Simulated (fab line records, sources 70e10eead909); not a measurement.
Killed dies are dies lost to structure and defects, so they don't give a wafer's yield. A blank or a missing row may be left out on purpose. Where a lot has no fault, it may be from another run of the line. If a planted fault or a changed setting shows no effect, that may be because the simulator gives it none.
The same fault as seen by 2 desks || flow nand_harc || numbers are kept per desk, each desk with only its own; the story behind them comes last

## THE TOOL OWNER'S DESK: rie_diel-06
The tool's own readings at NHARC_A_CONTACT_ETCH_30 (etches the open film in CF4/CHF3, target depth 60.5 nm, time 30.2 s): means of the sampled wafers that have a number, for each lot that ran on this tool. If a lot's mean is further than 4 standard deviations from the usual mean, the lot is out of limits and carries the mark OUT (the distance appears in the brackets).
Columns: A = bias_w at NHARC_A_CONTACT_ETCH_30, usual 200.0 W; B = cf4_flow_sccm at NHARC_A_CONTACT_ETCH_30, usual 99.96 sccm; C = drypump_motor_current_A at NHARC_A_CONTACT_ETCH_30, usual 5.7 A; D = oes_product_au at NHARC_A_CONTACT_ETCH_30, usual 0.928 a.u.; E = rf_vpp_V at NHARC_A_CONTACT_ETCH_30, usual 370.8 V; F = showerhead_plenum_p_Torr at NHARC_A_CONTACT_ETCH_30, usual 1.58 Torr; G = throttle_valve_pct at NHARC_A_CONTACT_ETCH_30, usual 16.802 %
{"lot": "L608", "first seen here": "day 17 07:40", "A": 200.4, "B": 100.21, "C": 5.8, "D": 0.919, "E": 370.0, "F": 1.55, "G": 16.794}
{"lot": "L622", "first seen here": "day 20 22:27", "A": 199.8, "B": 99.83, "C": 5.2, "D": 0.926, "E": 369.4, "F": 1.55, "G": 16.799}
{"lot": "L620", "first seen here": "day 20 23:41", "A": 199.6, "B": 99.75, "C": 5.2, "D": 0.925, "E": 370.4, "F": 1.55, "G": 16.808}
{"lot": "L621", "first seen here": "day 21 09:49", "A": 199.9, "B": 100.12, "C": 5.2, "D": 0.924, "E": 370.6, "F": 1.55, "G": 16.800}
{"lot": "L628", "first seen here": "day 21 14:55", "A": 200.1, "B": 100.13, "C": 5.8, "D": 0.923, "E": 369.5, "F": 1.55, "G": 16.802}
{"lot": "L627", "first seen here": "day 21 19:11", "A": 199.6, "B": 99.55, "C": 5.7, "D": 0.932, "E": 370.0, "F": 1.58, "G": 16.798}
{"lot": "L629", "first seen here": "day 22 15:00", "A": 200.4, "B": 99.96, "C": 5.4, "D": 0.919, "E": 368.7, "F": 1.52, "G": 16.800}
This desk's finding: nothing out of limits on any of the 7 lots.

## THE DEFECT DESK
For each lot, the counts of the inspections along the route, averaged over the sampled wafers that have a number. If a lot's mean is further than 4 standard deviations from the usual mean, the lot is out of limits and carries the mark OUT (the distance appears in the brackets).
Columns: A = raw_defect_count at NHARC_A_CONTACT_INSPECT_10, usual 32
{"lot": "L608", "first seen here": "day 17 07:04", "A": 16}
{"lot": "L619", "first seen here": "day 19 15:00", "A": 15}
{"lot": "L617", "first seen here": "day 19 16:41", "A": 39}
{"lot": "L618", "first seen here": "day 19 20:42", "A": 51}
{"lot": "L622", "first seen here": "day 20 21:41", "A": 37}
{"lot": "L620", "first seen here": "day 20 22:59", "A": 39}
{"lot": "L621", "first seen here": "day 21 09:14", "A": 33}
{"lot": "L626", "first seen here": "day 21 13:23", "A": 12}
{"lot": "L628", "first seen here": "day 21 14:18", "A": 62}
{"lot": "L627", "first seen here": "day 21 18:36", "A": 34}
{"lot": "L629", "first seen here": "day 22 14:15", "A": 44}
This desk's finding: nothing out of limits on any of the 11 lots.

## TAKEN TOGETHER
The desk of the tool owner found nothing out of limits.
No out-of-limits result turned up at the defect desk.

## WHAT THE SIMULATOR HAD INSERTED
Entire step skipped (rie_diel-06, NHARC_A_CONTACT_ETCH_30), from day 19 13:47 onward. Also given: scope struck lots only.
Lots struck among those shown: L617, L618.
